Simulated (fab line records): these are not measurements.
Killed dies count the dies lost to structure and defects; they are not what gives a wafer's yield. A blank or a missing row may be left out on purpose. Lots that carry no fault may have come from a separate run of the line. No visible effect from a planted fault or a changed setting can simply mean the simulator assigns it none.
Matching of chambers | flow n5_finfet | 4 sister chambers for N5_HKMG_FIN_CMP_94 on cmp-02
The step polishes, stops on SiNx, t overpolish 4.7 s, target thk 43.299 nm. 16 wafers are shown with their chamber, then 8 later ones without.

## EACH WAFER AND ITS CHAMBER
wafer  | chamber | motor_current_A (A)
L074.2 | 1       | 12.3
L074.5 | 1       | 13.0
L074.6 | 2       | 11.9
L075.2 | 3       | 13.9
L075.4 | 1       | 12.8
L075.5 | 0       | 13.0
L081.3 | 2       | 12.7
L081.5 | 1       | 12.7
L081.6 | 0       | 13.8
L086.2 | 1       | 11.9
L086.5 | 0       | 12.3
L086.6 | 1       | 12.7
L087.4 | 1       | 12.8
L087.5 | 2       | 11.8
L087.6 | 1       | 12.2
L089.1 | 0       | 13.2

SIGNATURES, as means of the wafers listed above
reading         | chamber 0 | chamber 1 | chamber 2 | chamber 3 | scatter within a chamber
motor_current_A | 13.075    | 12.550    | 12.133    | 13.900    | 0.467
Rule: for a wafer and a chamber, the distance is found by dividing, reading by reading, the gap between the wafer's reading and the chamber's mean by the reading's scatter, squaring, summing and taking the root. If the next closest chamber is less than 2 further off than the closest, the wafer can't be placed; otherwise it belongs to the closest. The scatter is the square root of a quotient: the sum, over the shown wafers, of each reading's squared deviation from its chamber's mean, divided by wafers minus chambers.

## WAFERS WHOSE CHAMBER IS MISSING
wafer  | motor_current_A (A)
L089.5 | 14.2
L089.6 | 12.0
L092.1 | 12.3
L092.3 | 14.9
L092.5 | 14.9
L096.2 | 11.7
L096.3 | 13.5
L096.6 | 14.0

## THE CHAMBER EACH PASSED THROUGH
wafer  | from the rows above          | in truth
L089.5 | can't be placed: 3 or 0      | 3
L089.6 | can't be placed: 2 or 1      | 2
L092.1 | can't be placed: 2 or 1 or 0 | 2
L092.3 | can't be placed: 3 or 0      | 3
L092.5 | can't be placed: 3 or 0      | 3
L096.2 | can't be placed: 2 or 1      | 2
L096.3 | can't be placed: 3 or 0 or 1 | 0
L096.6 | can't be placed: 3 or 0      | 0
Placed correctly: 0 of 8. Not placeable from these rows: 8 (in 8, the candidates include the true chamber). Placed wrongly: 0.
